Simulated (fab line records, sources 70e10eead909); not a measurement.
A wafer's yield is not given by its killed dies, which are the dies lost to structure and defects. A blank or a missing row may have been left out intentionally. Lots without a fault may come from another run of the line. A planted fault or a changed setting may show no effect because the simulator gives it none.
8D (eight disciplines) problem report, filled in by code -- flow nand_harc -- the parts of the form that need people (team, actions taken, sign-off) are left out

== 1. THE ISSUE ==
Wafers without a fault read 90.5 nm, standard deviation 1.3; cd_nm at NHARC_A_CHANNEL_HOLE_D1_CD_MEAS_30 reads a mean of 0.8 nm on 6 wafers belonging to 2 lots. That is -69 standard deviations from the usual mean.
First observed at day 13 18:12: wafer L592.1, on cd_sem-03. At this step, 33 wafers from 11 lots have a number in the record. The rule behind "out" and "out of limits": a value lying over 4 standard deviations away from the usual mean. The other wafers with a number count as sound.

== 2. WHAT IT IS, AND WHAT IT ISN'T ==
question,is,is not
which readings at this step,cd_nm,-
which lots,"L592, L593","L581, L582, L584, L585, L587, L594, L600, L601, L604"
which wafers of those lots,all that have a number,-
read on which gauges,"cd_sem-01, cd_sem-03",cd_sem-02
when,from day 13 18:12,"up to then (15 sound wafers); but 12 sound wafers of L594, L600, L601, L604 came after"

== 3. THE SUSPECTS, EACH WITH WHAT RULES IT OUT ==
Counting: a tool stays on the suspect list if, at a process step up to the reading, it processed all lots that are out and no sound lot following the first of them.
- the gauge at NHARC_A_CHANNEL_HOLE_D1_CD_MEAS_30 is ruled out. Those wafers that are out were read across 2 gauges (cd_sem-01, cd_sem-03).
- har_etch-01 at NHARC_A_CHANNEL_HOLE_D1_ETCH_21 (etches the open film in C4F8/O2/Ar, time 514.3 s, target depth 1600 nm): ruled out as a lasting fault. Sound lots L600, L601 ran on it after its first lot that is out, L592 (day 13 13:10).
Left after counting: nothing in the record.

== 4. THE CAUSE (what the simulator had put in) ==
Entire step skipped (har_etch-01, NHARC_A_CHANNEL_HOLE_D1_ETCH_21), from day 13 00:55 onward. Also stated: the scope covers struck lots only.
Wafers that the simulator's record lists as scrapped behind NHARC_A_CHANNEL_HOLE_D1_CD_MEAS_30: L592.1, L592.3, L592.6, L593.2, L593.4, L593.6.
The count ruled it out by mistake, since the rule takes a fault to strike every lot its tool runs from the start of the fault on, and this one did not do so.

== 5. THE EFFECT CHAIN, in route order ==
Rows list readings where the struck wafers' mean (over those with a number) sits beyond 3 standard deviations from the usual. Scope: only readings with a usual standard deviation given in the record; hours: median across lots of the time from each lot's start at the first step in this table that gives one to its start at this step; sigmas: change in usual standard deviations.
hours,step,reading,usual,on struck wafers,change,sigmas
0,NHARC_A_CHANNEL_HOLE_D1_CD_MEAS_30,cd_nm,90.5 nm,0.8,-89.7,-69
Readings that are blank on the struck wafers while sound wafers have them: c4f8_flow_sccm at NHARC_A_CHANNEL_HOLE_D1_ETCH_21; chamber_pressure_mTorr at NHARC_A_CHANNEL_HOLE_D1_ETCH_21; drypump_motor_current_A at NHARC_A_CHANNEL_HOLE_D1_ETCH_21; showerhead_plenum_p_Torr at NHARC_A_CHANNEL_HOLE_D1_ETCH_21; throttle_valve_pct at NHARC_A_CHANNEL_HOLE_D1_ETCH_21.

== 6. HOW IT WOULD HAVE BEEN CAUGHT EARLIER ==
17 hours passed between the start of the fault at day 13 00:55 and the first reading out of limits at a measuring or inspecting step in this record, taken at day 13 18:12.
At NHARC_A_CHANNEL_HOLE_D1_ETCH_21 the tool's readings are blank on the struck wafers, where sound wafers have them: an empty tool record is the first sign, and it was there at once.
